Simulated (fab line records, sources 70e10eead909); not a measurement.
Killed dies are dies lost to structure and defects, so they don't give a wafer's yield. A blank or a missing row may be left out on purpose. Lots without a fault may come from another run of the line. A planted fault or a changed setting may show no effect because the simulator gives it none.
Which tool did it? | flow nand_harc | 6 lots, 18 wafers sampled, at 5 steps of a route of 1302

WHAT THE GAUGES READ, wafer by wafer
NHARC_END_SORT_01.
lot  | measured     | on        | killed_at_other
L157 | day 24 21:37 | prober-01 | 0 0 1
L160 | day 26 21:08 | prober-01 | 0 1 0
L166 | day 29 13:03 | prober-01 | 1 0 1
L172 | day 32 23:23 | prober-02 | 0 0 0
L174 | day 32 07:05 | prober-01 | 0 1 1

WHICH TOOL RAN EACH LOT (tool, then ch and the chambers of the sampled wafers, then the start)
lot  | NHARC_A_CHANNEL_HOLE_D1_STRIP_27              | NHARC_A_CHANNEL_FILL_D1_ALD_14   | NHARC_A_CHANNEL_FILL_D1_ETCHBACK_20 | NHARC_A_DECK1_JOINT_ETCHBACK_00
L157 | rie_diel-10 ch 0,1, day 9 19:43 or earlier    | ald_hk-03 ch 0,1, day 9 19:43    | rie_diel-05 ch 1,2,3, day 10 13:22  | rie_si-06 ch 0,1,2, day 11 23:34
L159 | rie_diel-10 ch 0,3, day 10 21:09 or earlier   | ald_hk-02 ch 0,1,3, day 10 21:09 | rie_diel-13 ch 0,2, day 11 14:03    | rie_si-06 ch 0,1,3, day 13 00:59
L160 | rie_diel-12 ch 0,2,3, day 11 10:35 or earlier | ald_hk-01 ch 0,2,3, day 11 10:35 | rie_diel-11 ch 0,2,3, day 12 03:29  | rie_si-05 ch 0,1,2, day 13 15:08
L166 | rie_diel-12 ch 0,2, day 14 02:05 or earlier   | ald_hk-01 ch 0,1,3, day 14 02:05 | rie_diel-05 ch 0,1,2, day 14 20:19  | rie_si-04 ch 1,2,3, day 16 06:33
L172 | rie_diel-10 ch 0,1,3, day 16 06:49 or earlier | ald_hk-01 ch 1,2, day 16 06:49   | rie_diel-05 ch 2,3, day 17 00:08    | rie_si-04 ch 0,2,3, day 18 10:24
L174 | rie_diel-10 ch 1,2, day 16 18:25 or earlier   | ald_hk-02 ch 0,1,3, day 16 18:25 | rie_diel-05 ch 0,2,3, day 17 12:56  | rie_si-05 ch 0,1, day 18 23:08
- NHARC_A_CHANNEL_HOLE_D1_STRIP_27: strips in O2.
- NHARC_A_CHANNEL_FILL_D1_ALD_14: deposits SiO2, target thk 2.5 nm, pulse time 10 s, ald cycles 25.
- NHARC_A_CHANNEL_FILL_D1_ETCHBACK_20: etches the open film in C4F8/O2/Ar, target depth 27 nm, time 13.5 s.
- NHARC_A_DECK1_JOINT_ETCHBACK_00: etches the open film in HBr, target depth 30 nm, time 17.4 s.

THE ANSWER, worked out from the rows above alone
Rule: what is usual is taken from the lots themselves. Put in order of their means at a reading, lots are off if they are a third of the lots or fewer, leave a main group of 4 or more, and stand apart from it by a gap of 3 or more times the standard deviation of the main group's means; of several such gaps the widest counts. A main group whose means are all the same, to the digits that the tables above print for the reading, isn't used. A lot without any number at a reading at which 4 lots or more have one is off too. The other lots that the step has rows for count as sound.
No lot is off at any reading shown: from this, nothing can be told.

WHAT THE SIMULATOR HAD PUT IN
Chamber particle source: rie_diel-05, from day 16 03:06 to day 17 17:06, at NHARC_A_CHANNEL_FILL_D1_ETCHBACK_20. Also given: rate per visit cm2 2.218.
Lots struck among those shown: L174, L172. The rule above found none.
